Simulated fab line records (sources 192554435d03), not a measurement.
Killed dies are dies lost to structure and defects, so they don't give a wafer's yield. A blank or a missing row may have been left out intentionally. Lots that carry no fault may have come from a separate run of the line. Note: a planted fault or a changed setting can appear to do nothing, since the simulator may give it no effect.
Matching of chambers ; flow n5-finfet ; N5_BEOL_M6_PECVD_70 on pecvd-04 has 3 sister chambers
The step deposits SiO2 from TEOS/O2, target thk 20 nm, time 22.7 s. 33 wafers are shown with their chamber, then 12 later ones without.

WAFERS PAIRED WITH THEIR CHAMBERS
wafer;chamber;throttle-valve-pct (%);heater-power-w (W);showerhead-plenum-p-Torr (Torr)
L075.1;0;22.3;876;8.81
L075.2;2;21.0;764;8.85
L075.3;1;23.5;573;8.82
L077.1;1;23.1;653;8.85
L077.3;0;22.2;819;8.81
L077.6;1;23.5;637;8.86
L078.1;0;22.0;868;8.84
L078.5;1;23.5;657;8.86
L078.6;0;22.1;842;8.80
L080.2;0;22.3;798;8.82
L080.4;0;22.2;801;8.80
L080.6;1;23.3;573;8.85
L082.2;0;22.3;881;8.85
L082.3;2;21.3;739;8.83
L082.6;2;20.9;748;8.86
L084.1;1;23.5;719;8.83
L084.3;2;21.2;768;8.83
L084.6;2;20.8;768;8.83
L088.1;1;23.5;611;8.83
L088.4;1;23.5;586;8.85
L088.5;0;22.4;875;8.83
L087.1;2;21.2;791;8.85
L087.2;1;23.5;587;8.86
L087.3;0;22.2;823;8.85
L089.2;1;23.5;671;8.84
L089.5;1;23.5;677;8.83
L089.6;0;22.4;852;8.80
L092.2;2;21.2;766;8.83
L092.4;1;23.4;643;8.84
L092.5;0;22.3;881;8.85
L093.3;2;21.4;768;8.83
L093.5;0;22.1;756;8.80
L093.6;2;21.3;757;8.85

SIGNATURES (means of the wafers above)
reading;chamber 0;chamber 1;chamber 2;scatter within a chamber
throttle-valve-pct;22.233;23.442;21.144;0.148
heater-power-w;839.33;632.25;763.22;38.1
showerhead-plenum-p-Torr;8.8217;8.8433;8.8400;0.0166
Rule: a wafer lies at a distance from a chamber equal to the root of the sum of squares, over the readings, of (its reading less the chamber's mean, divided by the reading's scatter). The wafer belongs to the nearest chamber; if the next one is less than 2 further off, it can't be placed. The scatter: take each reading less its chamber's mean, square it, sum over the shown wafers, divide by the number of wafers less the number of chambers, and take the root.

WAFERS WITH NO CHAMBER GIVEN
wafer;throttle-valve-pct (%);heater-power-w (W);showerhead-plenum-p-Torr (Torr)
L095.1;21.5;705;8.86
L095.2;23.3;680;8.84
L095.4;21.4;734;8.84
L096.1;23.4;602;8.82
L096.5;23.4;610;8.83
L096.6;21.5;760;8.82
L097.1;22.3;764;8.81
L097.2;21.5;719;8.83
L097.3;23.4;623;8.85
L097.4;23.6;632;8.86
L097.5;22.2;755;8.79
L097.6;21.4;700;8.83

WHICH CHAMBER EACH ONE RAN IN
wafer;from the rows above;in truth
L095.1;2;2
L095.2;1;1
L095.4;2;2
L096.1;1;1
L096.5;1;1
L096.6;2;2
L097.1;0;0
L097.2;2;2
L097.3;1;1
L097.4;1;1
L097.5;0;0
L097.6;2;2
12 of 12 placed correctly. Number that these rows cannot place: 0. 0 placed wrongly.
